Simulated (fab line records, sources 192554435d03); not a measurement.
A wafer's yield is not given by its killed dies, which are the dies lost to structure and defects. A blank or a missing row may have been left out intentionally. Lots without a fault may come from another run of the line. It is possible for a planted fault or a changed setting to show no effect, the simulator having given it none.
Problem report in the 8D (eight disciplines) form, filled by code	flow n5-finfet	the parts of the form that need people (team, actions taken, sign-off) are left out

1. WHAT WENT WRONG
etch-rf-on-time-s at N5_FIN_SAQP_ETCH_57 reads a mean of 53.8 s on 2 wafers of 2 lots; wafers without a fault read 46.6 s with a standard deviation of 1. Measured from the usual mean, that is +7.2 standard deviations.
The step: etches SiNx in CH3F/O2, target depth 32.5 nm, time 46.4 s.
The first sign was on wafer L395.1 at day 5 09:53, on rie-diel-05. The record holds 28 wafers of 10 lots with a number at this step. Rule for "out" (also "out of limits"): further than 4 standard deviations from the usual mean. The rest of the wafers with a number are treated as sound.

2. WHAT IT IS; WHAT IT IS NOT
question	is	is not
which readings at this step	etch-rf-on-time-s	O2_flow_sccm, drypump-motor-current-A, oes-product-au, rf-vpp-V, showerhead-plenum-p-Torr, throttle-valve-pct
which lots	L395, L398	L389, L391, L392, L399, L402, L403, L404, L405
which wafers of those lots	L395.1, L398.3	L395.6, L398.6
read on which tools	rie-diel-04, rie-diel-05	-
when	from day 5 09:53	up to then (10 sound wafers); but 16 sound wafers of L398, L399, L402, L403, L404, L405 came after

3. SUSPECTS, AND WHAT RULES EACH OUT
Counting: if a tool at a process step up to the reading ran every lot that is out, it stays a suspect. Sound lots after the first of them don't rule it out here, since some wafers of a struck lot are sound.
- pecvd-01 at N5_FIN_SAQP_PECVD_48 (deposits SiNx from SiH4/NH3/N2, target thk 25 nm, time 22.1 s): kept. It ran every lot that is out, first L395 (day 5 06:28); its last sound lot up to then is L392 (day 4 09:19).
After counting, what remains is pecvd-01 at N5_FIN_SAQP_PECVD_48.

4. THE CAUSE (what the simulator had put in)
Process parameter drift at N5_FIN_SAQP_PECVD_48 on pecvd-01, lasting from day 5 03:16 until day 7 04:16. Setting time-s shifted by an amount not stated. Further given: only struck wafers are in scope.
The count eliminated every tool but this one.

5. THE CHAIN OF EFFECTS, in route order
Each row: a reading whose mean over the struck wafers that have a number lies more than 3 standard deviations from the usual. Only readings for which the record gives a usual standard deviation are gone through. hours: the time from each lot's start at the first step in this table that gives one to its start at this step, as a median over the lots. sigmas: the change in usual standard deviations.
hours	step	reading	usual	on struck wafers	change	sigmas
0	N5_FIN_SAQP_ETCH_57	etch-rf-on-time-s	46.6 s	53.8	+7.2	+7.2
Its process steps:
- N5_FIN_SAQP_ETCH_57: etches SiNx in CH3F/O2, target depth 32.5 nm, time 46.4 s.

6. WHAT WOULD HAVE CAUGHT IT SOONER
In this record no reading fell out of limits until day 5 09:53, 7 hours after the fault had begun at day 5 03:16.
Of the tool readings at N5_FIN_SAQP_PECVD_48 for which the record gives a usual standard deviation, none was out on any struck wafer, so an alarm limit of 4 standard deviations on them would not have fired.
Lots out: 2; of these, L398 started N5_FIN_SAQP_PECVD_48 on pecvd-01 after day 5 09:53. Putting the tool on hold at that point would have spared it.
